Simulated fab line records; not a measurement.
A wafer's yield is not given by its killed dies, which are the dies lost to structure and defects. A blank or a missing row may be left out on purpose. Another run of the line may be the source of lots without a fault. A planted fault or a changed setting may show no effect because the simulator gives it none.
Which tool did it?	flow n5Finfet	24 lots, 72 wafers sampled, at 5 steps of a route of 1938

## WHAT THE GAUGES READ, wafer by wafer
N5_BEOL_M3_THK_MEAS_53: measures by xrf. Usual: M3_THK 39.3 nm, standard deviation 1.8.
lot	measured	on	M3_THK (nm)	flag
L074	day 7 16:43	filmMetro-01	39.5 40.1 41.7	
L075	day 7 21:56	filmMetro-02	39.9 39.0 39.2	
L077	day 9 16:16	filmMetro-02	39.0 35.3 38.7	
L078	day 10 04:04	filmMetro-02	40.1 41.3 42.3	
L076	day 10 12:20	filmMetro-01	39.6 40.8 38.8	
L083	day 10 15:12	filmMetro-02	38.8 36.3 39.3	
L081	day 10 19:05	filmMetro-02	37.9 36.2 39.1	
L080	day 10 19:31	filmMetro-02	38.1 38.7 41.8	
L079	day 10 21:19	filmMetro-02	38.4 37.8 39.8	
L082	day 11 05:29	filmMetro-01	37.6 37.2 40.3	
L084	day 11 08:28	filmMetro-02	35.6 38.0 39.1	
L085	day 11 13:11	filmMetro-01	40.7 41.0 40.8	
L088	day 11 17:31	filmMetro-01	40.2 38.2 41.7	
L086	day 11 19:05	filmMetro-01	37.4 37.9 37.9	
L087	day 12 03:01	filmMetro-02	43.3 44.5 44.8	
L091	day 12 15:34	filmMetro-01	36.7 39.6 42.1	
L089	day 12 21:56	filmMetro-02	39.0 38.3 39.6	
L093	day 13 10:39	filmMetro-02	38.7 42.3 41.8	
L090	day 13 13:31	filmMetro-01	37.3 39.2 40.7	
L092	day 13 15:58	filmMetro-02	39.5 39.6 40.2	
L094	day 13 18:01	filmMetro-02	39.3 35.8 41.8	
L095	day 13 19:25	filmMetro-02	37.5 37.7 39.5	
L096	day 14 00:29	filmMetro-01	36.1 40.4 40.3	
L097	day 14 02:20	filmMetro-01	39.1 37.1 40.4	

## WHICH TOOL RAN EACH LOT (tool, then ch and the chambers of the sampled wafers, then the start)
lot	N5_BEOL_M3_STRIP_97	N5_BEOL_M3_DEGAS_44	N5_BEOL_M3_SPUTTER_48	N5_BEOL_M3_SPUTTER_81
L074	rieDiel-01 ch 0,2, day 7 13:17 or earlier	pvdSputter-02, day 7 13:17	pvdSputter-01, day 7 14:04	pvdSputter-01, day 7 14:30
L075	rieDiel-01 ch 1,2, day 7 18:46 or earlier	pvdSputter-02, day 7 18:46	pvdSputter-02, day 7 19:23	pvdSputter-02, day 7 19:49
L077	rieDiel-06 ch 1,3, day 9 13:05 or earlier	pvdSputter-02, day 9 13:05	pvdSputter-03, day 9 13:43	pvdSputter-03, day 9 14:10
L078	rieDiel-06 ch 1,2, day 10 00:43 or earlier	pvdSputter-01, day 10 00:43	pvdSputter-01, day 10 01:23	pvdSputter-01, day 10 01:50
L076	rieDiel-06 ch 0,1, day 10 08:36 or earlier	pvdSputter-03, day 10 08:36	pvdSputter-01, day 10 09:34	pvdSputter-01, day 10 10:01
L083	rieDiel-06 ch 0,1,3, day 10 11:43 or earlier	pvdSputter-02, day 10 11:43	pvdSputter-03, day 10 12:24	pvdSputter-03, day 10 12:50
L081	rieDiel-05 ch 0,1,2, day 10 15:54 or earlier	pvdSputter-02, day 10 15:54	pvdSputter-03, day 10 16:32	pvdSputter-03, day 10 16:59
L080	rieDiel-05 ch 0,1,2, day 10 16:17 or earlier	pvdSputter-01, day 10 16:17	pvdSputter-01, day 10 16:58	pvdSputter-01, day 10 17:25
L079	rieDiel-05 ch 1,2,3, day 10 16:49 or earlier	pvdSputter-01, day 10 16:49	pvdSputter-03, day 10 18:46	pvdSputter-03, day 10 19:12
L082	rieDiel-01 ch 2,3, day 11 02:06 or earlier	pvdSputter-01, day 11 02:06	pvdSputter-01, day 11 02:52	pvdSputter-01, day 11 03:18
L084	rieDiel-01 ch 0,2, day 11 05:20 or earlier	pvdSputter-01, day 11 05:20	pvdSputter-01, day 11 05:55	pvdSputter-01, day 11 06:22
L085	rieDiel-05 ch 0,1,3, day 11 08:18 or earlier	pvdSputter-01, day 11 08:18	pvdSputter-03, day 11 10:38	pvdSputter-03, day 11 11:05
L088	rieDiel-05 ch 0,1, day 11 13:26 or earlier	pvdSputter-03, day 11 13:26	pvdSputter-02, day 11 14:46	pvdSputter-02, day 11 15:13
L086	rieDiel-01 ch 0,1,2, day 11 15:43 or earlier	pvdSputter-01, day 11 15:43	pvdSputter-03, day 11 16:32	pvdSputter-03, day 11 16:59
L087	rieDiel-05 ch 0,1,3, day 11 23:13 or earlier	pvdSputter-03, day 11 23:13	pvdSputter-02, day 12 00:20	pvdSputter-02, day 12 00:46
L091	rieDiel-01 ch 0,1, day 12 12:08 or earlier	pvdSputter-01, day 12 12:08	pvdSputter-03, day 12 13:01	pvdSputter-03, day 12 13:27
L089	rieDiel-05 ch 0,1, day 12 17:07 or earlier	pvdSputter-03, day 12 17:07	pvdSputter-03, day 12 19:24	pvdSputter-03, day 12 19:50
L093	rieDiel-01 ch 0,2,3, day 13 06:58 or earlier	pvdSputter-03, day 13 06:58	pvdSputter-02, day 13 07:59	pvdSputter-02, day 13 08:25
L090	rieDiel-01 ch 1,2,3, day 13 10:05 or earlier	pvdSputter-03, day 13 10:05	pvdSputter-02, day 13 10:40	pvdSputter-02, day 13 11:06
L092	rieDiel-01 ch 1,3, day 13 12:37 or earlier	pvdSputter-03, day 13 12:37	pvdSputter-01, day 13 13:24	pvdSputter-01, day 13 13:50
L094	rieDiel-06 ch 0,1,3, day 13 12:41 or earlier	pvdSputter-02, day 13 12:41	pvdSputter-02, day 13 15:02	pvdSputter-02, day 13 15:29
L095	rieDiel-05 ch 1,2,3, day 13 15:50 or earlier	pvdSputter-01, day 13 15:50	pvdSputter-01, day 13 16:52	pvdSputter-01, day 13 17:18
L096	rieDiel-01 ch 0,1, day 13 20:55 or earlier	pvdSputter-03, day 13 20:55	pvdSputter-02, day 13 21:56	pvdSputter-02, day 13 22:23
L097	rieDiel-06 ch 1,2,3, day 13 23:10 or earlier	pvdSputter-03, day 13 23:10	pvdSputter-03, day 13 23:47	pvdSputter-03, day 14 00:13
- N5_BEOL_M3_STRIP_97: strips in N2/H2, time 10 s.
- N5_BEOL_M3_DEGAS_44: time 60 s.
- N5_BEOL_M3_SPUTTER_48: material Cu, target thk 4.5 nm, time 8.29 s.
- N5_BEOL_M3_SPUTTER_81: material Cu, target thk 4.5 nm, time 8.29 s.

## WHAT THE TOOLS THEMSELVES READ (means of the sampled wafers that have a number; where no wafer has one, the mark that the record gives instead)
N5_BEOL_M3_STRIP_97. Usual: drypumpMotorCurrentA 5.77 A, standard deviation 0.27; oesProductAu 0.77 a.u., standard deviation 0.07; rfVppV 59.1 V, standard deviation 0.88; showerheadPlenumPTorr 2.52 Torr, standard deviation 0.086; throttleValvePct 23.6 %, standard deviation 0.36.
lot	tool	drypumpMotorCurrentA (A)	oesProductAu (a.u.)	rfVppV (V)	showerheadPlenumPTorr (Torr)	throttleValvePct (%)	flag
L074	rieDiel-01	5.66	0.80	58.4	2.53	23.3	
L075	rieDiel-01	5.96	0.80	59.2	2.61	23.9	
L077	rieDiel-06	5.96	0.76	59.5	2.51	23.5	
L078	rieDiel-06	6.17	0.74	58.7	2.43	23.7	
L076	rieDiel-06	6.03	0.73	59.6	2.56	23.8	
L083	rieDiel-06	5.85	0.76	58.0	2.58	23.7	
L081	rieDiel-05	5.57	0.70	58.4	2.46	23.6	
L080	rieDiel-05	5.54	0.69	58.7	2.46	23.6	
L079	rieDiel-05	5.53	0.74	59.5	2.45	23.6	
L082	rieDiel-01	5.73	0.76	59.2	2.61	23.6	
L084	rieDiel-01	5.65	0.73	59.2	2.57	23.7	
L085	rieDiel-05	5.57	0.75	59.0	2.45	23.4	
L088	rieDiel-05	5.38	0.70	59.4	2.43	23.5	
L086	rieDiel-01	5.82	0.77	59.0	2.55	23.7	
L087	rieDiel-05	5.57	0.74	59.0	2.45	23.5	
L091	rieDiel-01	5.96	0.81	58.9	2.54	23.6	
L089	rieDiel-05	5.36	0.70	58.4	2.43	23.5	
L093	rieDiel-01	5.72	0.78	59.6	2.54	23.4	
L090	rieDiel-01	5.87	0.78	58.7	2.58	23.6	
L092	rieDiel-01	5.95	0.84	59.5	2.56	23.3	
L094	rieDiel-06	5.85	0.74	59.6	2.57	23.7	
L095	rieDiel-05	5.55	0.83	58.8	2.44	23.5	
L096	rieDiel-01	5.98	0.80	59.6	2.53	23.6	
L097	rieDiel-06	5.91	0.75	59.1	2.51	23.8	

N5_BEOL_M3_DEGAS_44. Usual: heaterPowerW 347 W, standard deviation 35.
lot	tool	heaterPowerW (W)	flag
L074	pvdSputter-02	309	
L075	pvdSputter-02	355	
L077	pvdSputter-02	330	
L078	pvdSputter-01	372	
L076	pvdSputter-03	333	
L083	pvdSputter-02	348	
L081	pvdSputter-02	328	
L080	pvdSputter-01	349	
L079	pvdSputter-01	382	
L082	pvdSputter-01	362	
L084	pvdSputter-01	378	
L085	pvdSputter-01	374	
L088	pvdSputter-03	352	
L086	pvdSputter-01	344	
L087	pvdSputter-03	317	
L091	pvdSputter-01	380	
L089	pvdSputter-03	337	
L093	pvdSputter-03	339	
L090	pvdSputter-03	329	
L092	pvdSputter-03	335	
L094	pvdSputter-02	353	
L095	pvdSputter-01	376	
L096	pvdSputter-03	355	
L097	pvdSputter-03	336	

N5_BEOL_M3_SPUTTER_48. Usual: throttleValvePct 30.0 %, standard deviation 1.4.
lot	tool	throttleValvePct (%)	flag
L074	pvdSputter-01	31.5	
L075	pvdSputter-02	30.8	
L077	pvdSputter-03	29.5	
L078	pvdSputter-01	30.1	
L076	pvdSputter-01	30.8	
L083	pvdSputter-03	28.6	
L081	pvdSputter-03	28.7	
L080	pvdSputter-01	31.4	
L079	pvdSputter-03	28.6	
L082	pvdSputter-01	29.9	
L084	pvdSputter-01	32.1	
L085	pvdSputter-03	29.4	
L088	pvdSputter-02	30.6	
L086	pvdSputter-03	29.3	
L087	pvdSputter-02	30.5	
L091	pvdSputter-03	28.7	
L089	pvdSputter-03	29.2	
L093	pvdSputter-02	30.5	
L090	pvdSputter-02	31.0	
L092	pvdSputter-01	30.9	
L094	pvdSputter-02	30.8	
L095	pvdSputter-01	30.2	
L096	pvdSputter-02	30.2	
L097	pvdSputter-03	29.0	

N5_BEOL_M3_SPUTTER_81. Usual: throttleValvePct 29.9 %, standard deviation 1.4.
lot	tool	throttleValvePct (%)	flag
L074	pvdSputter-01	31.3	
L075	pvdSputter-02	30.9	
L077	pvdSputter-03	29.5	
L078	pvdSputter-01	29.9	
L076	pvdSputter-01	30.9	
L083	pvdSputter-03	28.8	
L081	pvdSputter-03	28.9	
L080	pvdSputter-01	31.3	
L079	pvdSputter-03	28.6	
L082	pvdSputter-01	29.9	
L084	pvdSputter-01	32.1	
L085	pvdSputter-03	29.5	
L088	pvdSputter-02	30.4	
L086	pvdSputter-03	29.0	
L087	pvdSputter-02	30.3	
L091	pvdSputter-03	28.7	
L089	pvdSputter-03	29.2	
L093	pvdSputter-02	30.5	
L090	pvdSputter-02	30.9	
L092	pvdSputter-01	30.8	
L094	pvdSputter-02	30.8	
L095	pvdSputter-01	30.0	
L096	pvdSputter-02	30.1	
L097	pvdSputter-03	29.2	

## THE ANSWER, worked out from the rows above alone
Rule: a lot counts as off when the mean over its wafers that have a number is more than 3 standard deviations away from the usual mean. A lot without any number at a reading at which 4 lots or more have one is off too. Any other lot the step has rows for is counted as sound. The gauges are gone through in route order, then the tools' own readings, and for those a lot's mean is taken as printed above. At the first step where some lot is off, the reading lying furthest off is the one used; lots without a number count as furthest.
Across all readings shown, no lot is off: no conclusion can be drawn from this.

## WHAT HAD BEEN PUT IN BY THE SIMULATOR
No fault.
